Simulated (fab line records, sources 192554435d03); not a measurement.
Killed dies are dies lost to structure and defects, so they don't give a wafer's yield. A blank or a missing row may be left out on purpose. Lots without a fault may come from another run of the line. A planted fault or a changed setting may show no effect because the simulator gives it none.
Which tool did it? | flow n5_finfet | 12 lots, 36 wafers sampled, at 3 steps of a route of 1938

WHAT THE GAUGES READ, wafer by wafer
N5_BEOL_M1_OCD_MEAS_38.
lot  | measured     | on     | trench_depth_nm (nm)
L075 | day 6 14:08  | ocd-02 | 56.2 55.1 54.8
L077 | day 6 21:47  | ocd-02 | 54.9 55.4 57.0
L079 | day 7 08:29  | ocd-01 | 55.4 54.7 54.6
L081 | day 8 07:20  | ocd-02 | 54.4 54.5 56.8
L083 | day 8 14:10  | ocd-01 | 54.8 54.9 54.5
L085 | day 9 07:02  | ocd-01 | 55.9 56.7 55.9
L088 | day 9 18:41  | ocd-01 | 54.4 55.3 55.2
L089 | day 10 02:13 | ocd-01 | 55.0 54.0 54.9
L091 | day 10 07:53 | ocd-01 | 55.2 54.2 54.8
L093 | day 10 22:49 | ocd-02 | 54.9 55.2 55.8
L095 | day 11 10:53 | ocd-01 | 54.0 55.2 54.2
L097 | day 12 00:43 | ocd-01 | 55.2 55.1 56.2

WHICH TOOL RAN EACH LOT (tool, then ch and the chambers of the sampled wafers, then the start)
lot  | N5_BEOL_M1_ETCH_77                 | N5_BEOL_M1_ETCH_41
L075 | rie_diel-03 ch 0,2,3, day 6 13:24  | rie_diel-03 ch 1,2, day 6 14:08 or earlier
L077 | rie_diel-02 ch 0,1,2, day 6 18:42  | rie_diel-03 ch 0,2,3, day 6 21:47 or earlier
L079 | rie_diel-02 ch 1,2,3, day 7 07:19  | rie_diel-02 ch 0,1,2, day 7 08:29 or earlier
L081 | rie_diel-02 ch 0,2,3, day 7 23:32  | rie_diel-03 ch 1,3, day 8 07:20 or earlier
L083 | rie_diel-03 ch 0,1, day 8 09:10    | rie_diel-02 ch 0,1, day 8 14:10 or earlier
L085 | rie_diel-01 ch 1,2,3, day 8 22:32  | rie_diel-01 ch 0,2,3, day 9 07:02 or earlier
L088 | rie_diel-01 ch 2,3, day 9 18:01    | rie_diel-02 ch 1,2,3, day 9 18:41 or earlier
L089 | rie_diel-01 ch 0,1,2, day 9 20:13  | rie_diel-02 ch 0,3, day 10 02:13 or earlier
L091 | rie_diel-03 ch 0,2,3, day 10 07:04 | rie_diel-02 ch 0,2,3, day 10 07:53 or earlier
L093 | rie_diel-02 ch 2,3, day 10 20:41   | rie_diel-02 ch 1,2,3, day 10 22:49 or earlier
L095 | rie_diel-02 ch 0,1,3, day 11 08:22 | rie_diel-02 ch 0,2,3, day 11 10:53 or earlier
L097 | rie_diel-01 ch 0,2, day 11 21:59   | rie_diel-03 ch 1,2,3, day 12 00:43 or earlier
- N5_BEOL_M1_ETCH_77: etches underlayer in N2/H2, target depth 6.5 nm, time 5.2 s.
- N5_BEOL_M1_ETCH_41: etches SiCN in CH3F/O2, target depth 31.9 nm, time 57.8 s.

THE ANSWER, worked out from the rows above alone
Rule: what is usual is taken from the lots themselves. Put in order of their means at a reading, lots are off if they are a third of the lots or fewer, leave a main group of 4 or more, and stand apart from it by a gap of 3 or more times the standard deviation of the main group's means; of several such gaps the widest counts. A main group whose means are all the same, to the digits that the tables above print for the reading, isn't used. A lot without any number at a reading at which 4 lots or more have one is off too. The other lots that the step has rows for count as sound.
No lot is off at any reading shown: from this, nothing can be told.

WHAT THE SIMULATOR HAD PUT IN
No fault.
